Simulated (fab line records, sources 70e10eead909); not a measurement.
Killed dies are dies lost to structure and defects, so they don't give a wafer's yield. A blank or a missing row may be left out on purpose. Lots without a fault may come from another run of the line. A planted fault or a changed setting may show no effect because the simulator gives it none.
Chamber matching | flow nand_harc | NHARC_A_CHANNEL_FILL_D2_CMP_10 on cmp-01: 4 sister chambers
The step polishes, target thk 150 nm. 16 wafers are shown with their chamber, then 8 later ones without.

WAFERS WITH THEIR CHAMBER
wafer  | chamber | motor_current_A (A) | time_to_endpoint_s (s)
L080.3 | 3       | 13.1                | 13.3
L080.5 | 1       | 12.0                | 12.2
L080.6 | 0       | 13.4                | 11.3
L082.1 | 2       | 13.9                | 13.0
L082.2 | 1       | 11.6                | 14.0
L082.5 | 3       | 12.1                | 15.1
L085.1 | 3       | 12.0                | 15.8
L085.4 | 0       | 13.7                | 16.4
L085.6 | 3       | 12.1                | 13.6
L087.1 | 0       | 12.6                | 13.2
L087.4 | 3       | 11.6                | 16.2
L087.5 | 0       | 13.6                | 14.1
L089.1 | 3       | 12.1                | 14.9
L089.2 | 2       | 13.6                | 12.6
L089.4 | 0       | 13.5                | 15.3
L092.2 | 1       | 11.8                | 14.3

SIGNATURES (means of the wafers above)
reading            | chamber 0 | chamber 1 | chamber 2 | chamber 3 | scatter within a chamber
motor_current_A    | 13.360    | 11.800    | 13.750    | 12.167    | 0.421
time_to_endpoint_s | 14.060    | 13.500    | 12.800    | 14.817    | 1.44
Rule: a wafer's distance from a chamber is the root of the sum, over the readings, of the square of ((its reading less the chamber's mean) divided by the reading's scatter). The wafer belongs to the nearest chamber; if the next one is less than 2 further off, it can't be placed. The scatter: the root of (the sum of the squares of (reading less its chamber's mean) over the shown wafers, divided by (wafers less chambers)).

WAFERS WITHOUT THEIR CHAMBER
wafer  | motor_current_A (A) | time_to_endpoint_s (s)
L092.3 | 13.9                | 10.7
L092.5 | 11.7                | 13.2
L096.2 | 13.4                | 15.5
L096.5 | 13.6                | 14.1
L096.6 | 11.4                | 17.4
L097.1 | 11.8                | 16.8
L097.2 | 14.4                | 11.9
L097.4 | 12.1                | 14.0

WHICH CHAMBER EACH WENT THROUGH
wafer  | from the rows above          | in truth
L092.3 | can't be placed: 2 or 0      | 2
L092.5 | can't be placed: 1 or 3      | 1
L096.2 | can't be placed: 0 or 2 or 3 | 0
L096.5 | can't be placed: 0 or 2      | 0
L096.6 | can't be placed: 3 or 1      | 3
L097.1 | can't be placed: 3 or 1      | 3
L097.2 | can't be placed: 2 or 0      | 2
L097.4 | can't be placed: 3 or 1      | 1
Placed correctly: 0 of 8. Can't be placed from these rows: 8 (the true chamber is among the candidates in 8). Placed wrongly: 0.
